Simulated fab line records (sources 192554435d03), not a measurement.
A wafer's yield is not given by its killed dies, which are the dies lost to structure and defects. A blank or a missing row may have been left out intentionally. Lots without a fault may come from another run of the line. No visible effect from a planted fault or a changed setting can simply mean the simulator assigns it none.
Matching of chambers ; flow n5Finfet ; 4 sister chambers for N5_BEOL_M6_ETCH_65 on rieDiel-06
The step etches SiARC in CF4, target depth 15.6 nm, time 26 s. 20 wafers are shown with their chamber, then 10 later ones without.

## WAFERS WITH THEIR CHAMBER
wafer;chamber;drypumpMotorCurrentA (A);showerheadPlenumPTorr (Torr);throttleValvePct (%)
L074.1;0;5.3;2.21;15.84
L074.5;3;4.8;2.10;15.11
L074.6;2;5.4;2.16;15.34
L075.2;3;4.8;2.09;15.11
L075.5;2;5.4;2.16;15.36
L075.6;3;4.8;2.09;15.13
L080.3;0;5.3;2.21;15.86
L080.4;2;5.4;2.16;15.37
L080.5;1;6.5;2.14;15.06
L081.2;1;6.5;2.14;15.07
L081.3;3;4.8;2.09;15.14
L081.5;0;5.3;2.21;15.87
L082.2;0;5.3;2.21;15.89
L082.3;1;6.4;2.14;15.08
L082.6;0;5.3;2.21;15.90
L084.1;3;4.8;2.09;15.16
L084.4;1;6.5;2.14;15.08
L084.6;2;5.4;2.15;15.39
L086.1;3;4.8;2.09;15.16
L086.2;2;5.4;2.15;15.41

SIGNATURES (averages over the wafers above)
reading;chamber 0;chamber 1;chamber 2;chamber 3;scatter within a chamber
drypumpMotorCurrentA;5.300;6.475;5.400;4.800;0.0217
showerheadPlenumPTorr;2.2100;2.1400;2.1560;2.0917;0.00356
throttleValvePct;15.8720;15.0725;15.3740;15.1350;0.0224
Rule: distance of a wafer from a chamber = root of the sum over the readings of ((wafer's reading minus chamber's mean) / reading's scatter) squared. If the next closest chamber is less than 2 further off than the closest, the wafer can't be placed; otherwise it belongs to the closest. The scatter: take each reading less its chamber's mean, square it, sum over the shown wafers, divide by the number of wafers less the number of chambers, and take the root.

## WAFERS WITHOUT THEIR CHAMBER
wafer;drypumpMotorCurrentA (A);showerheadPlenumPTorr (Torr);throttleValvePct (%)
L086.3;5.3;2.21;15.89
L087.1;5.3;2.20;15.88
L087.2;5.4;2.15;15.41
L087.4;6.4;2.14;15.09
L091.2;6.5;2.13;15.11
L091.3;5.3;2.20;15.91
L091.4;4.8;2.08;15.20
L097.1;4.8;2.08;15.21
L097.4;5.4;2.14;15.45
L097.5;4.8;2.08;15.21

## CHAMBER TAKEN BY EACH
wafer;from the rows above;in truth
L086.3;0;0
L087.1;0;0
L087.2;2;2
L087.4;1;1
L091.2;1;1
L091.3;0;0
L091.4;3;3
L097.1;3;3
L097.4;2;2
L097.5;3;3
Correct placement for 10 of the 10. From these rows, 0 cannot be placed. 0 placed wrongly.
